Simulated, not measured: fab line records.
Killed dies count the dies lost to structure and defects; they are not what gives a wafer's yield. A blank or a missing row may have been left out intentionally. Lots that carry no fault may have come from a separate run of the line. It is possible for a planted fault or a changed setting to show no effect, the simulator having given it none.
Chamber matching	flow n5-finfet	pecvd-02 running N5_BEOL_M8_DEP_56: 3 sister chambers
The step deposits SiCN from 3MS/NH3, target thk 10 nm, time 17.5 s. 6 wafers are shown with their chamber, then 10 later ones without.

## WAFERS PAIRED WITH THEIR CHAMBERS
wafer	chamber	throttle-valve-pct (%)	showerhead-plenum-p-Torr (Torr)
L082.2	2	8.5	3.679
L086.5	2	8.2	3.677
L085.1	0	9.1	3.646
L085.6	1	9.9	3.664
L083.1	1	10.0	3.656
L083.3	0	9.4	3.648

## WAFERS WHOSE CHAMBER IS MISSING
wafer	throttle-valve-pct (%)	showerhead-plenum-p-Torr (Torr)
L083.5	9.2	3.658
L090.1	9.1	3.654
L090.4	10.4	3.650
L090.5	8.4	3.683
L092.1	8.3	3.688
L092.3	9.3	3.641
L092.5	10.2	3.661
L093.3	8.8	3.646
L093.5	8.3	3.685
L093.6	10.2	3.667

## CHAMBER TAKEN BY EACH
wafer	from the rows above	in truth
L083.5	can't be placed: 0 or 1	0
L090.1	0	0
L090.4	1	1
L090.5	2	2
L092.1	2	2
L092.3	0	0
L092.5	1	1
L093.3	0	0
L093.5	2	2
L093.6	1	1
9 of 10 placed correctly. Unplaceable from these rows: 1, with the true chamber sitting among the candidates in 1. Number placed wrongly: 0.
How it was worked out, from the rows above alone: a wafer's distance from a chamber is the root of the sum, over the readings, of the square of ((its reading less the chamber's mean) divided by the reading's scatter). The wafer belongs to the nearest chamber; if the next one is less than 2 further off, it can't be placed. The mean given for a chamber averages the wafers shown for that chamber. The scatter: the root of (the sum of the squares of (reading less its chamber's mean) over the shown wafers, divided by (wafers less chambers)).
